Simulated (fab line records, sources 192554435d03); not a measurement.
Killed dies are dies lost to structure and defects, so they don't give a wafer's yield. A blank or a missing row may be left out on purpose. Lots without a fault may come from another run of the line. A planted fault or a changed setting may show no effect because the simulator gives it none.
Split-lot experiment | flow n5_finfet | 7 lots, 21 wafers read, on a route of 1938 steps

THE SPLIT
At N5_BEOL_M10_TRENCH_ETCH_37 (etches SiCOH lowk in C4F6/O2, target depth 148.83 nm, time 48 s), the setting source_w was moved away from the recipe's 345 W on 8 of the 21 wafers read, by -17.4% to +17.4%. The other wafers ran this setting at the recipe's value.

The reading is taken at the split's own step.

THE READING
rf_vpp_V, in V, at N5_BEOL_M10_TRENCH_ETCH_37 (etches SiCOH lowk in C4F6/O2, target depth 148.83 nm, time 48 s). Fault-free wafers of this fab line usually give 665 V, standard deviation 8.3 V.

wafer  | tool, chamber at the split | source_w as run, W | against the recipe | rf_vpp_V, V | against lot-mates on the recipe
L079.2 | rie_diel-04, 2             | 345                | recipe             | 677         | -
L079.4 | rie_diel-04, 2             | 405.1              | +17.4%             | 622         | -50
L079.5 | rie_diel-04, 1             | 345                | recipe             | 667         | -
L084.1 | rie_diel-04, 1             | 345                | recipe             | 669         | -
L084.4 | rie_diel-04, 1             | 289.9              | -16.0%             | 731         | +66
L084.6 | rie_diel-04, 3             | 345                | recipe             | 660         | -
L082.2 | rie_diel-01, 2             | 345                | recipe             | 653         | -
L082.4 | rie_diel-01, 2             | 315.8              | -8.5%              | 684         | +31
L082.5 | rie_diel-01, 1             | 315.8              | -8.5%              | 688         | +35
L080.1 | rie_diel-03, 2             | 345                | recipe             | 673         | -
L080.2 | rie_diel-03, 1             | 345                | recipe             | 659         | -
L080.6 | rie_diel-03, 2             | 345                | recipe             | 673         | -
L092.1 | rie_diel-04, 2             | 327.3              | -5.1%              | 694         | +36
L092.2 | rie_diel-04, 3             | 345                | recipe             | 659         | -
L092.5 | rie_diel-04, 3             | 345                | recipe             | 657         | -
L091.1 | rie_diel-03, 2             | 284.9              | -17.4%             | 742         | +84
L091.3 | rie_diel-03, 1             | 284.9              | -17.4%             | 727         | +69
L091.4 | rie_diel-03, 1             | 345                | recipe             | 658         | -
L097.2 | rie_diel-04, 3             | 345                | recipe             | 659         | -
L097.5 | rie_diel-04, 3             | 345                | recipe             | 659         | -
L097.6 | rie_diel-04, 2             | 375.7              | +8.9%              | 646         | -13

THE FIT
A straight line over all 21 wafers: rf_vpp_V changes by -3.41 V for each +1% of source_w; r = -0.95; the points scatter about the line by 9.7 V.
The same after taking each lot's own level away (the mean of its wafers on the recipe; 21 wafers): -3.73 V for each +1%; r = -0.97; scatter 8.1 V.
On that fit, the largest move of source_w shifts the reading by 65 V.
The lots' own levels span 653.0 to 672.0 V, that is 2.3 times the standard deviation above.
So the lot-to-lot level changes the slope little: the two slopes agree.
Check: with one of the wafers moved furthest among these (+17.4%) left out of the fit, the line predicts -66.5 V for it against its lot-mates. It came out at -50 V against them.
Tool readings at the split's step, against how far the setting was moved: rf_vpp_V r = -0.95.

OTHER SPLITS ON THESE WAFERS
These wafers also went through other splits before the reading. Each is held against what the fit with the lots' levels taken away leaves over:
other split on the same wafers     | wafers away from the commonest value | r with rf_vpp_V (lot level and that fit taken away)
N5_BEOL_M6_HM_DEP_02 target_thk_a  | 3                                    | +0.08
N5_BEOL_M6_TRENCH_ETCH_37 bias_w   | 4                                    | -0.06
N5_BEOL_M8_PECVD_70 temp_c         | 3                                    | -0.37
N5_BEOL_M8_COAT_05 spin_rpm        | 6                                    | -0.02
N5_BEOL_M8_TRENCH_ETCH_37 source_w | 8                                    | +0.22
N5_BEOL_M9_CMP_52 down_force_psi   | 8                                    | -0.10

THE WHOLE CHAIN: every reading that the file lists as answering this split, in the file's order
step                       | what it does                                                    | reading                                                                    | change (the file's fit)               | r (the file's)
N5_BEOL_M10_TRENCH_ETCH_37 | etches SiCOH lowk in C4F6/O2, target depth 148.83 nm, time 48 s | rf_vpp_V                                                                   | -3.69 V for each +1% of the setting   | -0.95
N5_BEOL_M10_TRENCH_ETCH_37 | etches SiCOH lowk in C4F6/O2, target depth 148.83 nm, time 48 s | BEOL_M10.feature_depth_nm (the simulator's own value, which no gauge read) | +0.586 nm for each +1% of the setting | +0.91
N5_BEOL_M10_TRENCH_ETCH_37 | etches SiCOH lowk in C4F6/O2, target depth 148.83 nm, time 48 s | etch.depth_nm (the simulator's own value, which no gauge read)             | +0.583 nm for each +1% of the setting | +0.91

THE FILE'S OWN FIT
rf_vpp_V changes by -3.69 V for each +1% of source_w, r = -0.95.
